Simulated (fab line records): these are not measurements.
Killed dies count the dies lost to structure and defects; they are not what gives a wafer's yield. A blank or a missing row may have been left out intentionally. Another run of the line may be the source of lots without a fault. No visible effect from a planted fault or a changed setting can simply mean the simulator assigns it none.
fab line records	flow n5-finfet
[record] lots = 6	wafers = 18	last-day = 16
route steps=1938 shown BEOL_M6@1214
lots that met no fault: from a run of the same line without faults
start-h: start of the lot's first displayed wafer, in hours after the record's first day	wait-h: hours elapsed since this lot's preceding step	" identical to the entry in the row above	L1.1+2: one row covering several wafers at once	- no value, or no start was given	* or withheld: withheld	< > ~ a bound
route shown NAME@n: NAME is a module with steps in the file, n the number in the route of the first one	usual: the fault-free wafers' mean and standard deviation	same: alike in all rows	chamber/n: place in a boat	sites: the reading at each site	_std_site: their standard deviation	_edge_site: inner sites' mean taken away from outer sites' mean	radius-mm: for every site, how far away it sits from the centre of the wafer	mask NAME#n: copy n	behind: the most recent tool/chamber to have shaped the wafer	hold: what put the lot on hold/how long, in hours/how the hold closed	device: names the non-switching transistor (n, p or np)	end of line: tests run on the same wafers once the route is complete	a step with no rows: only its recipe	killed: dies that structure and defects cost at the first sort, which is not the same as the wafer's yield	map: a wafer's dies, x killed, . not, _ none there
set.NAME: the setting that was run; set.NAME@STEP: the one run at that earlier step	model.NAME: the simulator's own value behind a step, which no gauge read
lots at selected steps of the route; one table per step, one row per wafer
services: the hour from which a tool's chamber was out of use, counted from the record's first day as start-h (under 0 if before that day), plus the number of hours and why
[[steps]]
[step N5_BEOL_M6_STRIP_67]
[recipe] chemistry = CF4	resist = SiARC	power-w = 300	bias-power-w = 75	pressure-mtorr = 50	cf4-flow-sccm = 150	rf-frequency-hz = 6e+07
[usual] chamber-pressure-mTorr = 50.00/0.052	drypump-motor-current-A = 5.6/0.33	oes-product-au = 0.79/0.084	rf-vpp-V = 271.5/1.5	showerhead-plenum-p-Torr = 1.81/0.056	throttle-valve-pct = 13.48/0.19
lot.wafer	tool	chamber	start-h	wait-h	chamber-pressure-mTorr	drypump-motor-current-A	oes-product-au	rf-hours-counter-h	rf-vpp-V	showerhead-plenum-p-Torr	throttle-valve-pct
L456.3	rie-diel-04	2	214.57	0.0	49.97	5.7	0.73	189	272.4	1.86	13.80
L456.4	"	3	"	"	49.99	5.0	0.89	48	273.5	1.88	13.19
L456.5	"	2	"	"	50.16	5.7	0.73	-	273.0	1.86	13.79
L458.1	rie-diel-05	0	226.41	0.0	49.94	5.5	0.84	67	272.0	1.91	13.55
L458.3	"	2	"	"	50.10	5.8	0.69	212	271.2	1.84	13.38
L458.6	"	1	"	"	50.03	5.4	0.93	-	271.0	1.78	13.43
L464.2	rie-diel-05	1	272.12	0.0	50.09	5.4	0.89	29	269.5	1.77	13.46
L464.5	"	1	"	"	49.97	5.4	0.90	-	271.2	1.77	13.46
L464.6	"	2	"	"	49.95	5.8	0.69	-	271.6	1.84	13.41
L465.2	rie-diel-05	0	275.66	0.0	50.05	5.6	0.82	84	272.1	1.90	13.58
L465.3	"	2	"	"	49.98	5.7	0.69	229	271.5	1.84	13.43
L465.6	"	0	"	"	50.04	5.6	0.81	-	272.6	1.90	13.58
L469.1	rie-diel-02	3	300.01	0.0	50.03	5.5	0.83	83	269.4	1.75	13.63
L469.5	"	3	"	"	49.96	5.5	0.84	-	270.3	1.75	13.65
L469.6	"	2	"	"	50.00	6.6	0.72	-	270.3	1.71	13.59
L471.3	rie-diel-05	2	300.73	0.0	49.91	5.8	0.68	237	272.8	1.83	13.45
L471.5	"	0	"	"	50.01	5.6	0.81	-	272.7	1.90	13.60
L471.6	"	1	"	"	49.96	5.4	0.89	-	269.1	1.77	13.47
[step N5_BEOL_M6_HM_OPEN_17]
[recipe] chemistry = Cl2/BCl3	target-depth-a = 200	overetch-a = 60	target = TiN	mask-material = SOC	ion-energy-ev = 150	pressure-mtorr = 10	icp-w = 1000	bias-w = 126	Cl2_flow_sccm = 53.25	bcl3-flow-sccm = 21.75	Ar_flow_sccm = 25
[usual] chamber-pressure-mTorr = 9.999/0.0095	drypump-motor-current-A = 5.6/0.55	oes-product-au = 0.68/0.044	throttle-valve-pct = 22.03/0.21
lot.wafer	tool	chamber	start-h	wait-h	chamber-pressure-mTorr	drypump-motor-current-A	oes-product-au	rf-hours-counter-h	throttle-valve-pct
L456.3	rie-metal-01	0	214.64	0.1	10.011	6.1	0.69	-	21.84
L456.4	"	1	"	"	10.002	5.0	0.64	-	22.36
L456.5	"	0	"	"	10.011	6.1	0.70	-	21.81
L458.1	rie-metal-02	1	226.45	0.0	9.989	5.2	0.74	11	22.13
L458.3	"	0	"	"	9.986	6.0	0.64	-	21.85
L458.6	"	1	"	"	9.983	5.2	0.74	-	22.13
L464.2	rie-metal-02	0	272.16	0.0	10.000	6.0	0.64	51	21.85
L464.5	"	0	"	"	9.989	6.1	0.63	-	21.84
L464.6	"	1	"	"	9.972	5.2	0.72	-	22.13
L465.2	rie-metal-01	1	275.70	0.0	10.002	5.0	0.62	66	22.36
L465.3	"	0	"	"	9.995	6.1	0.68	-	21.84
L465.6	"	1	"	"	10.022	5.0	0.62	-	22.37
L469.1	rie-metal-03	1	300.05	0.0	10.000	6.2	0.68	34	21.97
L469.5	"	0	"	"	10.015	4.7	0.74	-	21.84
L469.6	"	1	"	"	9.993	6.1	0.68	-	21.98
L471.3	rie-metal-02	1	300.80	0.1	9.991	5.2	0.71	-	22.16
L471.5	"	0	"	"	10.007	6.0	0.63	-	21.88
L471.6	"	1	"	"	10.001	5.3	0.72	-	22.16
[step N5_BEOL_M6_STRIP_19]
[recipe] chemistry = O2	power-w = 400	temp-c = 40	pressure-mtorr = 30	rf-frequency-hz = 6e+07	bias-power-w = 0	overash-fraction = 0.2	o2-flow-sccm = 225
[usual] chamber-pressure-mTorr = 30.00/0.037	drypump-motor-current-A = 5.6/0.39	oes-product-au = 0.80/0.077	rf-vpp-V = 3.6/0.61	showerhead-plenum-p-Torr = 2.12/0.067	throttle-valve-pct = 16.56/0.17
lot.wafer	tool	chamber	start-h	wait-h	chamber-pressure-mTorr	drypump-motor-current-A	oes-product-au	rf-hours-counter-h	rf-vpp-V	showerhead-plenum-p-Torr	throttle-valve-pct
L456.3	rie-diel-05	2	214.72	0.1	30.03	5.8	0.70	209	3.6	2.15	16.31
L456.4	"	0	"	"	29.99	5.6	0.84	63	4.0	2.22	16.56
L456.5	"	1	"	"	30.04	5.4	0.96	-	4.1	2.06	16.52
L458.1	rie-diel-02	0	226.67	0.2	30.04	5.4	0.78	131	3.6	2.10	16.48
L458.3	"	2	"	"	30.01	6.6	0.75	171	3.6	2.02	16.67
L458.6	"	0	"	"	30.00	5.4	0.77	-	3.8	2.10	16.48
L464.2	rie-diel-05	0	272.27	0.1	30.04	5.6	0.82	83	4.1	2.21	16.58
L464.5	"	2	"	"	29.99	5.8	0.68	-	4.5	2.14	16.36
L464.6	"	1	"	"	30.03	5.4	0.91	-	3.7	2.06	16.57
L465.2	rie-diel-04	0	275.95	0.2	29.96	5.9	0.74	207	3.4	2.08	16.65
L465.3	"	2	"	"	29.98	5.7	0.71	210	3.9	2.16	16.88
L465.6	"	3	"	"	30.04	4.9	0.84	-	4.2	2.22	16.47
L469.1	rie-diel-04	0	300.17	0.1	30.02	5.9	0.74	215	4.1	2.08	16.70
L469.5	"	2	"	"	30.03	5.7	0.71	-	3.7	2.16	16.89
L469.6	"	1	"	"	29.99	5.4	0.85	-	3.1	2.05	16.28
L471.3	rie-diel-05	1	300.91	0.1	30.01	5.4	0.89	38	2.8	2.05	16.57
L471.5	"	2	"	"	30.02	5.8	0.67	-	3.3	2.14	16.35
L471.6	"	3	"	"	29.97	5.7	0.67	-	4.0	2.08	16.76
[step N5_BEOL_M6_CD_MEAS_18]
[recipe] pitch-nm = 80	target-cd-nm = 40
[usual] cd-nm = 40.2/0.6
lot.wafer	tool	chamber	start-h	wait-h	cd-nm
L456.3	cd-sem-02	-	214.79	0.1	39.6
L456.4	"	-	"	"	40.0
L456.5	"	-	"	"	38.6
L458.1	cd-sem-01	-	226.74	0.0	40.8
L458.3	"	-	"	"	40.1
L458.6	"	-	"	"	40.3
L464.2	cd-sem-01	-	272.34	0.1	39.2
L464.5	"	-	"	"	40.9
L464.6	"	-	"	"	40.1
L465.2	cd-sem-02	-	276.02	0.1	40.7
L465.3	"	-	"	"	40.5
L465.6	"	-	"	"	40.6
L469.1	cd-sem-01	-	300.24	0.0	40.0
L469.5	"	-	"	"	40.3
L469.6	"	-	"	"	39.7
L471.3	cd-sem-01	-	300.99	0.1	40.6
L471.5	"	-	"	"	40.1
L471.6	"	-	"	"	40.4
[step N5_BEOL_M6_COAT_63]
[recipe] resist = SOC	temp-c = 250	time-s = 60	spin-rpm = 1500	resist-thk-nm = 60
[step N5_BEOL_M6_COAT_64]
[recipe] resist = SiARC	temp-c = 220	time-s = 60	spin-rpm = 1500	resist-thk-nm = 12
[step N5_BEOL_M6_COAT_71]
[recipe] resist = underlayer	temp-c = 205	time-s = 60	spin-rpm = 1500	resist-thk-nm = 5
[step N5_BEOL_M6_COAT_22]
[recipe] resist = CAR-EUV	spin-rpm = 1500	resist-thk-nm = 30
[step N5_BEOL_M6_EBR_24]
[recipe] solvent = PGMEA	ebr-width-mm = 1.5
[step N5_BEOL_M6_SOFTBAKE_23]
[recipe] temp-c = 110	time-s = 60	resist = CAR-EUV
[step N5_BEOL_M6_EXPOSE_25]
[recipe] mask-id = V5	na = 0.33	source-shape = annular	sigma-inner = 0.4	sigma-outer = 0.8	polarization = unpolarized	target-cd-nm = 40	dose-mj = 45
[step N5_BEOL_M6_PEB_26]
[recipe] peb-temp-c = 100	peb-time-s = 60	resist = CAR-EUV
[step N5_BEOL_M6_DEVELOP_27]
[recipe] develop-time-s = 30	developer = TMAH	resist = CAR-EUV	rinse-liquid = surfactant-rinse	dry = air-spin	dev-temp-c = 23
[usual] chill-plate-temp-C = 23.01/0.11	develop-time-s = 30/0	developer-temp-C = 22.99/0.11
lot.wafer	tool	chamber	start-h	wait-h	chill-plate-temp-C	develop-time-s	developer-temp-C	model.CAR-EUV_of_BEOL_M6_COAT_22.thk-nm
L456.3	litho-track-02	0	215.58	-	22.84	30	22.84	29.6
L456.4	"	0	"	"	23.04	30	22.95	29.6
L456.5	"	0	"	"	22.86	30	22.81	29.4
L458.1	litho-track-03	0	228.01	-	22.95	30	23.02	29.4
L458.3	"	0	"	"	22.89	30	22.95	29.4
L458.6	"	0	"	"	23.00	30	23.08	29.4
L464.2	litho-track-01	-	274.69	-	-	-	-	30
L464.5	"	-	"	"	-	-	-	30
L464.6	"	-	"	"	-	-	-	30
L465.2	litho-track-03	-	276.28	-	-	-	-	30
L465.3	"	-	"	"	-	-	-	30
L465.6	"	-	"	"	-	-	-	30
L469.1	litho-track-02	0	300.70	-	22.78	30	22.88	29.6
L469.5	"	0	"	"	23.02	30	23.04	29.6
L469.6	"	0	"	"	22.97	30	22.75	29.8
L471.3	litho-track-01	0	303.50	-	23.14	30	22.95	29.6
L471.5	"	0	"	"	22.93	30	23.00	29.6
L471.6	"	0	"	"	23.07	30	22.92	29.6
[step N5_BEOL_M6_CD_MEAS_28]
[recipe] target-cd-nm = 40	landing-energy-ev = 500	detector = se-inlens
[usual] cd-nm = 40.01/0.21
lot.wafer	tool	chamber	start-h	wait-h	cd-nm
L456.3	cd-sem-02	0	215.64	-	40.23
L456.4	"	0	"	"	40.20
L456.5	"	0	"	"	40.20
L458.1	cd-sem-03	0	228.07	-	40.01
L458.3	"	0	"	"	40.48
L458.6	"	0	"	"	40.04
L464.2	cd-sem-01	0	274.75	-	-
L464.5	"	0	"	"	-
L464.6	"	0	"	"	-
L465.2	cd-sem-02	0	276.34	-	-
L465.3	"	0	"	"	-
L465.6	"	0	"	"	-
L469.1	cd-sem-03	0	300.76	-	40.14
L469.5	"	0	"	"	39.96
L469.6	"	0	"	"	40.28
L471.3	cd-sem-03	0	303.56	-	40.10
L471.5	"	0	"	"	39.95
L471.6	"	0	"	"	40.34
[[services]]
tool	chamber	start-h	hours	kind
rie-diel-05	3	207.52	3.0	repair
rie-metal-02	1	207.66	7.3	repair
litho-track-03	-	233.41	-	consumable-replace:filter
litho-track-03	-	234.05	-	consumable-replace:filter
rie-metal-02	-	234.60	4.1	repair
rie-metal-02	1	238.84	7.9	repair
rie-diel-04	2	266.00	8.9	repair
rie-metal-03	-	276.10	14.6	pm
[[key]]
[first-sign] step = N5_BEOL_M6_DEVELOP_27	reading = tool-record	direction = missing
effect none on later readings
[model-effect] step = N5_BEOL_M6_DEVELOP_27	value = CAR-EUV_of_BEOL_M6_COAT_22.thk-nm	without = 29.6	struck = 30
met-at N5_BEOL_M6_DEVELOP_27
struck-wafers L464.2,L464.5,L464.6,L465.2,L465.3,L465.6
later-rows-left-out L464.2,L464.5,L464.6,L465.2,L465.3,L465.6
sort-left-out L464.2,L464.5,L464.6,L465.2,L465.3,L465.6
onset-between 228.01 274.69
[fault] kind = skipped-step-whole	tool = litho-track-01,litho-track-03	chamber = -	onset-h = 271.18	steps = N5_BEOL_M6_DEVELOP_27	scope = struck-lots-only
// sort-left-out: the simulated sort isn't trusted on such a fault, so these wafers' sort isn't shown, and their yield isn't known
// later-rows-left-out: the simulator's readings of these wafers behind a module that went badly wrong aren't trusted and aren't shown, but for the sort
